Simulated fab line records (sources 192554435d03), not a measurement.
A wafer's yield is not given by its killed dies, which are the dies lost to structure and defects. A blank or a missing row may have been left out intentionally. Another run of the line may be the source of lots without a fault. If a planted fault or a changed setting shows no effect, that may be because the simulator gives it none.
Matching of chambers -- flow n5_finfet -- 4 sister chambers for N5_FIN_SAQP_ETCH_67 on rie_diel-01
The step etches SiNx in CH3F/O2, target depth 30 nm. 18 wafers are shown with their chamber, then 9 later ones without.

## WAFERS, EACH WITH ITS CHAMBER
wafer,chamber,drypump_motor_current_A (A),showerhead_plenum_p_Torr (Torr),rf_vpp_V (V)
L074.1,1,4.8,1.98,293.7
L074.2,3,5.8,2.05,294.2
L074.3,0,5.3,2.07,295.4
L075.1,0,5.4,2.07,296.0
L075.2,2,5.5,2.02,297.0
L075.4,1,4.9,1.98,293.2
L076.1,2,5.5,2.02,298.6
L076.2,1,4.9,1.98,291.7
L076.4,0,5.3,2.07,297.0
L077.1,2,5.5,2.02,297.0
L077.5,1,4.9,1.98,292.9
L077.6,0,5.4,2.07,296.3
L087.3,1,4.8,1.97,293.3
L087.5,1,4.9,1.97,292.4
L087.6,2,5.5,2.01,296.8
L095.1,2,5.5,2.00,296.7
L095.2,0,5.3,2.06,295.7
L095.3,3,5.8,2.04,294.3

SIGNATURES (means of the wafers above)
reading,chamber 0,chamber 1,chamber 2,chamber 3,scatter within a chamber
drypump_motor_current_A,5.340,4.867,5.500,5.800,0.0425
showerhead_plenum_p_Torr,2.0680,1.9767,2.0140,2.0450,0.00645
rf_vpp_V,296.080,292.867,297.220,294.250,0.683
Rule: a wafer's distance from a chamber is the root of the sum, over the readings, of the square of ((its reading less the chamber's mean) divided by the reading's scatter). The wafer belongs to the nearest chamber; if the next one is less than 2 further off, it can't be placed. The scatter is the square root of a quotient: the sum, over the shown wafers, of each reading's squared deviation from its chamber's mean, divided by wafers minus chambers.

## WAFERS WITH NO CHAMBER GIVEN
wafer,drypump_motor_current_A (A),showerhead_plenum_p_Torr (Torr),rf_vpp_V (V)
L095.4,4.9,1.96,294.1
L095.5,5.4,2.06,296.6
L095.6,5.8,2.04,293.6
L096.2,5.8,2.04,295.7
L096.4,5.5,2.00,298.1
L096.6,5.4,2.05,297.6
L097.3,5.5,2.00,295.7
L097.4,4.8,1.96,291.2
L097.5,5.5,2.00,296.8

## THE CHAMBER EACH PASSED THROUGH
wafer,from the rows above,in truth
L095.4,1,1
L095.5,0,0
L095.6,3,3
L096.2,3,3
L096.4,2,2
L096.6,0,0
L097.3,2,2
L097.4,1,1
L097.5,2,2
Correctly placed: 9 of 9. From these rows, 0 cannot be placed. 0 placed wrongly.
